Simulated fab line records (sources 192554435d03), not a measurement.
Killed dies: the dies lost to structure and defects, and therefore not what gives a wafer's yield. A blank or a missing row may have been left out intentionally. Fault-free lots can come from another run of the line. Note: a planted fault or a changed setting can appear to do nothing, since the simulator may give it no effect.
A lot that was struck, set against a sound lot :: flow n5_finfet :: 37 out of 1938 route steps
Sound: these wafers, L268.2, L268.3, L268.4. Struck: wafers L275.3, L275.4, L275.6. The cause is named last.
At each step with rows: each side's tool, then ch and its chambers, then its first start. Under that, the readings that differ: sound wafers :: struck wafers :: difference of the means :: sigmas: that difference in standard deviations of wafers without a fault.
alike: same words and numbers on both sides, and readings whose means sit less than 2 such deviations apart. not compared: any withheld reading, any reading some wafer has no value for, any bound like >300 that may hide the same value, and any number with overlapping values for which the record gives no deviation.
A row with sigmas, a row that says differs or no value, or rows on one side alone: a step with any of these is where the two part. Numbers that don't overlap but have no deviation are shown without sigmas and don't part them. A reading missing from all wafers of one side parts the sides only when that side holds two or more wafers.

first, 9 steps without rows for these wafers: N5_WELL_APT_DESCUM_30 (chemistry O2, time 7.9 s); N5_WELL_APT_IMPLANT_31; N5_WELL_APT_IMPLANT_32; N5_WELL_APT_STRIP_33 (strips in SPM, time 900 s); N5_WELL_APT_RTA_34 (time 10 s); N5_WELL_APT_OXIDE_STRIP_42 (strips SiO2 in dHF, time 45 s, target depth 12 nm); N5_WELL_APT_PRECLEAN_36 (cleans in O3/DIW, time 45 s); N5_WELL_APT_PRECLEAN_39 (cleans in dHF, time 60 s); N5_WELL_APT_SRD_37 (time 30 s).
N5_WELL_APT_EPI_41: deposits Si from SiH4/H2, target thk 50 nm, time 297.7 s.
  sound on epi_rpcvd-04 ch 0, day 1 22:20; struck on epi_rpcvd-04 ch 0, day 3 17:04
reading: model.Si_of_WELL_APT_EPI_41.thk_nm (nm)
sound: 49.43 49.47 50.03
struck: 43.4 43.55 42.94
difference: -6.3
sigmas: 
  alike: throttle_valve_pct
then, 24 steps without rows for these wafers: N5_PMOS_HMC_CHANNEL_EPI_HM_DEP_34 (deposits SiO2 from TEOS/O2, target thk 36 nm, time 6.9 s); N5_PMOS_HMC_CHANNEL_EPI_COAT_31 (time 60 s, resist thk 66 nm); N5_PMOS_HMC_CHANNEL_EPI_COAT_03 (resist thk 205 nm); N5_PMOS_HMC_CHANNEL_EPI_EBR_05; N5_PMOS_HMC_CHANNEL_EPI_SOFTBAKE_04 (time 60 s); N5_PMOS_HMC_CHANNEL_EPI_EXPOSE_06 (exposes mask PMOS HMC BLK, target cd 240 nm); N5_PMOS_HMC_CHANNEL_EPI_PEB_07 (peb time 60 s); N5_PMOS_HMC_CHANNEL_EPI_DEVELOP_08 (develop time 30 s); N5_PMOS_HMC_CHANNEL_EPI_DESCUM_14 (chemistry O2, time 7.9 s); N5_PMOS_HMC_CHANNEL_EPI_ETCH_32 (etches BARC in N2/H2, stops on SiO2, target depth 85.8 nm, time 50.3 s); N5_PMOS_HMC_CHANNEL_EPI_HM_OPEN_15 (chemistry CHF3/O2, target SiO2, target depth 40.6 nm, time 20.3 s); N5_PMOS_HMC_CHANNEL_EPI_STRIP_33 (strips in N2/H2); N5_PMOS_HMC_CHANNEL_EPI_STRIP_17 (strips in SPM, time 750 s); N5_PMOS_HMC_CHANNEL_EPI_ETCH_38 (etches SiO2 in CF4, target depth 1.5 nm); N5_PMOS_HMC_CHANNEL_EPI_FIN_RECESS_16 (chemistry HBr/Cl2, target Si, target depth 54 nm, time 18 s); N5_PMOS_HMC_CHANNEL_EPI_PRECLEAN_36 (cleans in O3/DIW, time 45 s); N5_PMOS_HMC_CHANNEL_EPI_PRECLEAN_18 (cleans in DHF, time 30 s); N5_PMOS_HMC_CHANNEL_EPI_SRD_19 (time 30 s); N5_PMOS_HMC_CHANNEL_EPI_EPI_20 (deposits SiGe30, target thk 59 nm); N5_PMOS_HMC_CHANNEL_EPI_HM_STRIP_35 (strips SiO2 in dHF, material SiO2, target depth 39.6 nm, time 216 s); N5_PMOS_HMC_CHANNEL_EPI_SRD_39 (time 30 s); N5_PMOS_HMC_CHANNEL_EPI_CMP_21 (polishes SiGe30, target thk 54 nm); N5_PMOS_HMC_CHANNEL_EPI_PRECLEAN_40 (cleans in DHF, time 30 s); N5_PMOS_HMC_CHANNEL_EPI_PRECLEAN_37 (cleans in O3/DIW, time 45 s).
N5_SD_EPI_N_STRIP_18: strips in SPM, time 750 s.
  sound on wet_bench-05 ch 0,5,6, day 3 07:42; struck on wet_bench-02 ch 2,4,7, day 5 02:40
reading: model.Si_of_WELL_APT_EPI_41.thk_nm (nm)
sound: 7.6 8.2 8.4
struck: 4.2 4 4.2
difference: -3.9
sigmas: 
-- the record jumps here: 5 days lie between the struck wafers' starts before and after (it left off in module SD_EPI_N and takes up again in module BEOL_M4, whose first step shown is number 1111 of the route) --
N5_BEOL_M4_RC_MEAS_101:
  sound on prober-01 ch 0, day 8 07:38; struck on prober-01 ch 0, day 10 04:33
reading: CJ_N
sound: 4.41 4.39 4.41
struck: 4.82 4.88 4.81
difference: +0.43
sigmas: +5

reading: CJ_P
sound: 5.55 5.83 5.70
struck: 4.88 5.23 4.72
difference: -0.75
sigmas: -4

reading: RS_PWELL (ohm/sq)
sound: 3015 3030 3024
struck: 3093 3107 3082
difference: +71
sigmas: +3
  alike: DIBL_N, DIBL_P, IOFF_N, IOFF_P, ION_N, ION_P, SS_N, SS_P, VT_N, VT_P
-- the record jumps here: 5 days lie between the struck wafers' starts before and after (it left off in module BEOL_M4 and takes up again in module PASSIVATION, whose first step shown is number 1936 of the route) --
N5_PASSIVATION_PROBE_49:
  sound on prober-02, day 13 01:56; struck on prober-01, day 14 16:43
reading: killed_at_other
sound: 10 2 11
struck: 3 0 2
difference: -6
sigmas: -2
  alike: defect_limited_yield, killed_at_M0_to_M3, killed_at_M4_up, killed_at_contacts, killed_at_front_end, killed_dies, killed_open, killed_short, sort_bin_5_function, sort_bin_6_memory, sort_bin_8_speed, sort_n_pass, sort_yield_pct

== WHERE THEY PART ==
Earliest at N5_BEOL_M4_RC_MEAS_101; latest, in this record, at N5_PASSIVATION_PROBE_49.

WHY: the cause the simulator had injected
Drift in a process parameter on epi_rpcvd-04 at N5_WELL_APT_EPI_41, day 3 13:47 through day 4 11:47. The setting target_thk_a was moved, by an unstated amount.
